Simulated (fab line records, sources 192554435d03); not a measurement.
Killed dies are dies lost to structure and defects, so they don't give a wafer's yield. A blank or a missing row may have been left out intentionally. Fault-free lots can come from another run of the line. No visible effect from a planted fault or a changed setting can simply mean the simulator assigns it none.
fab line records -- flow n5Finfet
[record] lots = 11, wafers = 33, lastDay = 17
route steps=1938 shown BEOL_M2@921 MIM_TOP_LITHO@1850 PASS1_CAP@1873 PASSIVATION@1926
lots that met no fault: taken from a fault-free run of the same line
startH: start of the lot's first displayed wafer, in hours after the record's first day -- waitH: hours from the lot's prior step to this one -- " same as the row above -- L1.1+2: several wafers, shown together as one row -- - either no value or no given start -- * or withheld: withheld -- < > ~ a bound
route shown NAME@n: names a module that has steps shown in the file, with the first one's number in the route -- usual: mean/standard deviation taken from wafers without a fault -- same: alike in all rows -- chamber/n: place in a boat -- sites: each site's reading -- _std_site: the values' standard deviation -- _edge_site: the outer-site mean with the inner-site mean subtracted -- radiusMm: for every site, how far away it sits from the centre of the wafer -- mask NAME#n: copy n -- behind: the most recent tool/chamber to have shaped the wafer -- hold: the reason the lot was held/the length of the hold in hours/how it ended -- device: whichever transistor did not switch (one of n, p or np) -- end of line: the route-end tests of the same wafers -- a step given without rows: its recipe and nothing more -- killed: at the first sort, the dies lost to defects and structure; wafer yield is something else -- map: a wafer's dies, x killed, . not, _ none there
set.NAME: the setting the step ran with; set.NAME@STEP: the setting that earlier step ran with -- model.NAME: the simulator's own value behind a step, which no gauge read
steps of the route over a sample of lots; a table a step, a row a wafer
services: a tool's chamber out of use, with start hour (startH, from the record's first day; less than 0 if before it), hours out, and reason
[[steps]]
[step N5_BEOL_M2_ECD_50]
[recipe] material = Cu, targetThkA = 3000
lot.wafer,tool,chamber,startH,waitH
L766.4+5+6,ecdCu-01,"1,1,0",134.41,0.1
L768.1+3+5,ecdCu-01,"0,0,1",152.82,0.1
L769.1+2+5,ecdCu-01,"1,0,1",154.15,0.1
L771.2+4+5,ecdCu-01,"0,1,1",172.67,0.1
L772.1+4+6,ecdCu-01,"0,0,1",174.59,0.1
L780.1+4+5,ecdCu-02,"0,1,1",224.37,0.1
L783.1+2+6,ecdCu-02,"1,0,0",251.31,0.1
L784.1+2+3,ecdCu-02,"0,1,1",257.08,0.1
L786.1+4+6,ecdCu-02,"1,0,1",262.88,0.1
L789.2+3+6,ecdCu-01,"0,0,1",275.84,0.1
L788.3+4+6,ecdCu-01,"1,0,0",285.48,0.1
[step N5_MIM_TOP_LITHO_DESCUM_10]
[recipe] chemistry = O2, timeS = 7.9, sourcePowerW = 50, biasPowerW = 20, pressureMtorr = 20, rfFrequencyHz = 2.712e+07, tempC = 40, o2FlowSccm = 225
[usual] chamberPressureMTorr = 19.999/0.016, drypumpMotorCurrentA = 6.0/0.35, oesProductAu = 0.80/0.096, rfVppV = 243.2/1.3, showerheadPlenumPTorr = 2.10/0.064, throttleValvePct = 20.48/0.25
lot.wafer,tool,chamber,startH,waitH,chamberPressureMTorr,drypumpMotorCurrentA,oesProductAu,rfHoursCounterH,rfVppV,showerheadPlenumPTorr,throttleValvePct
L766.4,rieDiel-04,1,242.15,0.0,20.015,6.4,0.96,10,244.4,2.15,20.40
L766.5,rieDiel-04,1,242.15,0.0,20.037,6.5,0.97,-,243.6,2.15,20.40
L766.6,rieDiel-04,2,242.15,0.0,19.996,6.1,0.73,-,242.9,2.07,20.77
L769.1,rieDiel-05,0,269.27,0.0,19.988,5.6,0.83,63,246.2,2.21,20.11
L769.2,rieDiel-05,1,269.27,0.0,19.987,5.5,0.69,219,244.6,2.16,20.59
L769.5,rieDiel-05,0,269.27,0.0,20.015,5.6,0.82,-,244.0,2.21,20.11
L768.1,rieDiel-04,1,269.47,0.0,19.973,6.4,0.93,22,243.2,2.14,20.43
L768.3,rieDiel-04,3,269.47,0.0,20.009,6.3,0.72,211,242.8,2.06,20.73
L768.5,rieDiel-04,3,269.47,0.0,19.986,6.3,0.72,-,242.9,2.06,20.72
L772.1,rieDiel-04,1,294.50,0.0,19.991,6.5,0.90,30,244.0,2.14,20.43
L772.4,rieDiel-04,3,294.50,0.0,20.010,6.3,0.72,220,243.2,2.06,20.73
L772.6,rieDiel-04,1,294.50,0.0,20.012,6.5,0.90,-,244.6,2.14,20.43
L771.2,rieDiel-05,0,294.78,0.0,20.005,5.7,0.82,73,246.1,2.21,20.13
L771.4,rieDiel-05,3,294.78,0.0,20.004,5.8,0.79,97,241.6,2.03,20.44
L771.5,rieDiel-05,1,294.78,0.0,19.972,5.5,0.67,-,243.7,2.15,20.59
L780.1,rieDiel-04,2,349.54,0.4,20.001,6.1,0.71,228,242.1,2.05,20.86
L780.4,rieDiel-04,3,349.54,0.4,20.018,6.3,0.70,242,241.6,2.05,20.77
L780.5,rieDiel-04,3,349.54,0.4,19.995,6.3,0.70,-,241.6,2.05,20.77
L783.1,rieDiel-04,2,372.95,0.1,19.987,6.1,0.69,235,242.5,2.05,20.87
L783.2,rieDiel-04,0,372.95,0.1,19.980,6.2,0.90,32,243.6,2.15,20.30
L783.6,rieDiel-04,2,372.95,0.1,20.006,6.1,0.69,-,244.6,2.05,20.86
L784.1,rieDiel-04,0,377.54,0.0,20.012,6.3,0.91,34,242.8,2.15,20.30
L784.2,rieDiel-04,1,377.54,0.0,19.974,6.5,0.86,56,244.5,2.13,20.48
L784.3,rieDiel-04,3,377.54,0.0,19.976,6.2,0.69,247,243.5,2.05,20.78
L786.1,rieDiel-04,2,394.70,0.4,20.013,6.1,0.68,245,242.3,2.05,20.88
L786.4,rieDiel-04,1,394.70,0.4,19.987,6.5,0.86,-,244.1,2.13,20.48
L786.6,rieDiel-04,2,394.70,0.4,19.982,6.1,0.69,-,241.0,2.05,20.87
L789.2,rieDiel-03,2,394.80,0.3,20.001,5.7,0.79,130,246.0,2.19,20.27
L789.3,rieDiel-03,1,394.80,0.3,20.007,5.4,0.68,246,239.3,1.98,20.13
L789.6,rieDiel-03,2,394.80,0.3,20.002,5.8,0.79,-,243.9,2.19,20.26
L788.3,rieDiel-03,1,403.03,0.1,20.008,5.4,0.67,251,242.3,1.97,20.13
L788.4,rieDiel-03,0,403.03,0.1,20.016,5.7,0.86,-,243.5,2.13,20.47
L788.6,rieDiel-03,1,403.03,0.1,20.016,5.4,0.67,-,240.6,1.97,20.12
[step N5_PASSIVATION_PECVD_55]
[recipe] material = SiO2, targetThkA = 4000, tempC = 400, precursor = SiH4/N2O, pressureTorr = 2.7, rfW = 608, timeS = 22.5
[usual] heaterPowerW = 619/52, showerheadPlenumPTorr = 8.14/0.1, throttleValvePct = 52/3.7
lot.wafer,tool,chamber,startH,waitH,heaterPowerW,showerheadPlenumPTorr,throttleValvePct
L766.4,pecvd-01,2,244.02,0.0,578,8.16,52
L766.5,pecvd-01,1,244.02,0.0,662,8.19,57
L766.6,pecvd-01,0,244.02,0.0,601,8.24,53
L769.1,pecvd-03,0,271.02,0.0,610,8.25,49
L769.2,pecvd-03,2,271.02,0.0,641,7.97,45
L769.5,pecvd-03,2,271.02,0.0,680,7.98,45
L768.1,pecvd-01,2,271.22,0.0,607,8.18,52
L768.3,pecvd-01,0,271.22,0.0,581,8.25,52
L768.5,pecvd-01,1,271.22,0.0,672,8.20,56
L772.1,pecvd-02,1,296.26,0.0,549,8.20,58
L772.4,pecvd-02,1,296.26,0.0,542,8.21,57
L772.6,pecvd-02,2,296.26,0.0,505,8.06,53
L771.2,pecvd-02,1,296.59,0.0,618,8.23,57
L771.4,pecvd-02,2,296.59,0.0,653,8.08,53
L771.5,pecvd-02,1,296.59,0.0,488,8.22,58
L780.1,pecvd-03,0,351.36,0.0,666,8.27,50
L780.4,pecvd-03,2,351.36,0.0,635,7.99,45
L780.5,pecvd-03,1,351.36,0.0,670,8.15,51
L783.1,pecvd-01,2,374.74,0.0,581,8.17,53
L783.2,pecvd-01,1,374.74,0.0,704,8.21,56
L783.6,pecvd-01,0,374.74,0.0,562,8.24,53
L784.1,pecvd-02,2,379.43,0.0,610,8.05,53
L784.2,pecvd-02,0,379.43,0.0,610,7.99,55
L784.3,pecvd-02,1,379.43,0.0,601,8.23,57
L786.1,pecvd-03,2,396.97,0.0,687,7.99,45
L786.4,pecvd-03,0,396.97,0.0,608,8.25,50
L786.6,pecvd-03,1,396.97,0.0,661,8.17,51
L789.2,pecvd-02,0,397.01,0.0,580,8.01,55
L789.3,pecvd-02,1,397.01,0.0,600,8.23,58
L789.6,pecvd-02,0,397.01,0.0,634,8.00,55
L788.3,pecvd-03,2,405.25,0.0,591,8.00,45
L788.4,pecvd-03,0,405.25,0.0,682,8.25,50
L788.6,pecvd-03,1,405.25,0.0,691,8.14,51
[step N5_PASSIVATION_OVL_MEAS_66]
[recipe] pointsPerWafer = 44
[usual] PASS_OPEN_OVL = -1/5.2
lot.wafer,tool,chamber,startH,waitH,PASS_OPEN_OVL[nm]
L766.4,overlay-01,0,248.74,0.0,-2
L766.5,overlay-01,0,248.74,0.0,-9
L766.6,overlay-01,0,248.74,0.0,1
L769.1,overlay-02,0,274.88,0.0,-2
L769.2,overlay-02,0,274.88,0.0,-2
L769.5,overlay-02,0,274.88,0.0,-6
L768.1,overlay-01,0,275.44,0.0,-5
L768.3,overlay-01,0,275.44,0.0,-5
L768.5,overlay-01,0,275.44,0.0,-3
L771.2,overlay-01,0,301.11,0.0,-7
L771.4,overlay-01,0,301.11,0.0,-6
L771.5,overlay-01,0,301.11,0.0,-11
L772.1,overlay-02,0,301.69,0.0,-4
L772.4,overlay-02,0,301.69,0.0,-1
L772.6,overlay-02,0,301.69,0.0,-7
L780.1,overlay-02,0,359.78,0.0,5
L780.4,overlay-02,0,359.78,0.0,-1
L780.5,overlay-02,0,359.78,0.0,0
L783.1,overlay-02,0,379.69,0.0,-2
L783.2,overlay-02,0,379.69,0.0,-7
L783.6,overlay-02,0,379.69,0.0,0
L784.1,overlay-01,0,383.72,0.0,3
L784.2,overlay-01,0,383.72,0.0,9
L784.3,overlay-01,0,383.72,0.0,3
L789.2,overlay-01,0,405.86,0.0,-6
L789.3,overlay-01,0,405.86,0.0,-10
L789.6,overlay-01,0,405.86,0.0,0
L786.1,overlay-02,0,406.22,0.0,-12
L786.4,overlay-02,0,406.22,0.0,-5
L786.6,overlay-02,0,406.22,0.0,1
L788.3,overlay-01,0,410.93,0.0,4
L788.4,overlay-01,0,410.93,0.0,0
L788.6,overlay-01,0,410.93,0.0,8
[step N5_PASSIVATION_PROBE_49]
[usual] defectLimitedYield = 91.3/1.4, killed_at_M0_to_M3 = 35/11, killed_at_M4_up = 14/5.4, killedAtContacts = 12/6.2, killedAtFrontEnd = 38/11, killedAtOther = 4.1/2.8, killedDies = 103/17, killedOnRim = 13/4, killedOpen = 66/13, killedShort = 34/8.2, sort_bin_5_function = 5.1/0.89, sort_bin_6_memory = 3.3/0.72, sortNPass = 1077/17, sortYieldPct = 91.3/1.4
[same] grossDies = 1180, killedAtBackSide = 0, sort_bin_4_leakage[%] = 0, sort_bin_8_speed[%] = 0
lot.wafer,tool,chamber,startH,waitH,defectLimitedYield[%],killed_at_M0_to_M3,killed_at_M4_up,killedAtContacts,killedAtFrontEnd,killedAtOther,killedDies,killedOnRim,killedOpen,killedShort,sort_bin_5_function[%],sort_bin_6_memory[%],sortNPass,sortYieldPct[%]
L771.2,prober-02,-,304.26,0.1,89.4,33,21,28,34,9,125,13,77,42,6.2,3.6,1055,89.4
L771.4,prober-02,-,304.36,0.2,63.8,360,11,23,28,5,427,59,63,31,21.6,12.9,753,63.8
L771.5,prober-02,-,304.41,0.2,66.2,335,7,10,43,4,399,57,52,46,20.0,11.7,781,66.2
L772.1,prober-01,-,305.29,0.0,91.1,38,15,11,34,7,105,22,65,36,5.0,3.1,1075,91.1
L772.4,prober-01,-,305.44,0.2,92.4,16,14,24,33,3,90,7,64,22,4.4,3.1,1090,92.4
L772.6,prober-01,-,305.54,0.3,65.4,350,9,13,35,1,408,44,47,42,19.5,12.4,772,65.4
// killed by level:class
L771.2 MOL_CONTACT_COAG:geometricParticle:open=22 BEOL_M4:geometricParticle:short=12 BEOL_M0_SAQP:geometricParticle:open=10 BEOL_M0_SAQP:geometricParticle:short=9 STI_FIN_REVEAL:geometricParticle:open=6 DUMMY_GATE:geometricParticle:open=6 MOL_CONTACT_COAG:geometricParticle:short=5 BEOL_M3:geometricParticle:open=5
L771.4 BEOL_M2:unspecified=329 MOL_CONTACT_COAG:geometricParticle:open=17 BEOL_M0_SAQP:geometricParticle:short=9 BEOL_M1:geometricParticle:open=9 GATE_CUT:geometricParticle:short=8 BEOL_M4:geometricParticle:open=6 FIN_SAQP:geometricParticle:open=5 MOL_CONTACT_COAG:geometricParticle:short=5
L771.5 BEOL_M2:unspecified=298 BEOL_M2:geometricParticle:open=12 BEOL_M0_SAQP:geometricParticle:short=11 FIN_SAQP:geometricParticle:short=10 MOL_CONTACT_COAG:geometricParticle:open=9 GATE_CUT:geometricParticle:open=8 GATE_CUT:geometricParticle:short=7 BEOL_M0_SAQP:geometricParticle:open=6
L772.1 MOL_CONTACT_COAG:geometricParticle:open=9 BEOL_M1:geometricParticle:open=8 BEOL_M3:geometricParticle:open=8 FIN_SAQP:geometricParticle:short=7 BEOL_M2:geometricParticle:open=7 BEOL_M1:geometricParticle:short=5 STI_FIN_REVEAL:geometricParticle:open=4 DUMMY_GATE:geometricParticle:open=4
L772.4 MOL_CONTACT_COAG:geometricParticle:open=19 BEOL_M4:geometricParticle:open=10 MOL_CONTACT_COAG:geometricParticle:short=5 FIN_SAQP:geometricParticle:short=4 STI_FIN_REVEAL:geometricParticle:open=4 DUMMY_GATE:geometricParticle:open=4 GATE_CUT:geometricParticle:open=4 FIN_SAQP:geometricParticle:open=3
L772.6 BEOL_M2:unspecified=319 FIN_SAQP:geometricParticle:short=13 MOL_CONTACT_COAG:geometricParticle:open=8 BEOL_M3:geometricParticle:open=7 MOL_CONTACT_COAG:geometricParticle:short=5 BEOL_M0_SAQP:geometricParticle:short=5 BEOL_M0_SAQP:geometricParticle:open=5 STI_FIN_REVEAL:geometricParticle:open=4
[[services]]
tool,chamber,startH,hours,kind
rieDiel-03,-,112.50,2.8,repair
rieDiel-04,2,116.92,6.0,repair
pecvd-03,-,126.99,0.5,repair
ecdCu-01,-,158.20,2.2,repair
pecvd-01,-,166.23,6.0,pm
pecvd-01,-,176.61,1.2,repair
ecdCu-02,-,177.51,0.7,repair
pecvd-03,2,198.64,13.5,repair
rieDiel-05,0,219.57,8.4,repair
rieDiel-05,2,241.26,2.6,repair
ecdCu-01,-,254.59,6.7,pm
rieDiel-05,0,255.58,11.1,repair
rieDiel-04,0,266.18,6.3,repair
pecvd-02,-,274.24,0.2,repair
pecvd-02,-,274.66,5.5,pm
pecvd-01,1,277.97,7.5,repair
pecvd-03,-,294.43,10.2,repair
rieDiel-05,-,299.94,2.8,pm
rieDiel-03,-,321.59,0.2,repair
rieDiel-04,1,328.03,7.2,repair
pecvd-02,2,349.91,6.0,repair
rieDiel-04,3,367.57,8.4,repair
pecvd-01,-,373.48,1.0,repair
pecvd-02,-,404.87,2.8,pm
[[key]]
[firstSign] step = N5_PASSIVATION_PROBE_49, reading = killed_at_M0_to_M3, direction = up, sigmas = 29, usual = 35, struck = 348
[effect] step = N5_PASSIVATION_PROBE_49, reading = defectLimitedYield, direction = down, sigmas = 18, usual = 91.3, struck = 65.1
[moreKillsBornAt] N5_BEOL_M2_ECD_50@ecdCu-01 = 946
metAt N5_BEOL_M2_ECD_50
struckLots L771,L772
struckWafers L771.4,L771.5,L772.6
notActingAt N5_MIM_TOP_LITHO_DESCUM_10,N5_PASSIVATION_PECVD_55,N5_PASSIVATION_OVL_MEAS_66
onsetBetween 154.15 172.67
[fault] kind = chamberParticleSource, tool = ecdCu-01, chamber = 1, onsetH = 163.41, steps = N5_BEOL_M2_ECD_50, ratePerVisitCm2 = 0.60252, endH = 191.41
